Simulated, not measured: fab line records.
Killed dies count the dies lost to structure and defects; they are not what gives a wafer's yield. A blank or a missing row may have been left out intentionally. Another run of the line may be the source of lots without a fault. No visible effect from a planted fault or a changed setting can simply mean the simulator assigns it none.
Chamber matching	flow nandHarc	3 sister chambers for NHARC_A_CHANNEL_HOLE_D1_DEP_01 on pecvd-03
The step deposits SiON, target thk 140 nm. 14 wafers are shown with their chamber, then 7 later ones without.

## WAFERS PAIRED WITH THEIR CHAMBERS
wafer	chamber	heaterPowerW (W)
L081.1	2	675
L081.3	1	736
L081.6	0	749
L083.2	1	793
L083.4	2	677
L083.5	1	805
L082.1	1	830
L082.3	1	811
L082.5	2	722
L082.2	2	717
L082.4	2	713
L082.6	1	789
L085.1	1	780
L085.2	2	654

SIGNATURES (means of the wafers above)
reading	chamber 0	chamber 1	chamber 2	scatter within a chamber
heaterPowerW	749.00	792.00	693.00	28.9
Rule: a wafer lies at a distance from a chamber equal to the root of the sum of squares, over the readings, of (its reading less the chamber's mean, divided by the reading's scatter). If the next closest chamber is less than 2 further off than the closest, the wafer can't be placed; otherwise it belongs to the closest. How the scatter is found: for the shown wafers, subtract from each reading the mean of its chamber, square and add these, divide the total by (wafers less chambers), then take the root.

## WAFERS MISSING THEIR CHAMBER
wafer	heaterPowerW (W)
L085.6	715
L090.1	732
L090.4	581
L090.6	775
L097.3	699
L097.4	713
L097.6	668

## CHAMBER TAKEN BY EACH
wafer	from the rows above	in truth
L085.6	can't be placed: 2 or 0 or 1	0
L090.1	can't be placed: 0 or 2 or 1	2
L090.4	can't be placed: 2 or 0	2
L090.6	can't be placed: 1 or 0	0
L097.3	can't be placed: 2 or 0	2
L097.4	can't be placed: 2 or 0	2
L097.6	can't be placed: 2 or 0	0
0 of 7 placed correctly. Not placeable from these rows: 7 (in 7, the candidates include the true chamber). Number placed wrongly: 0.
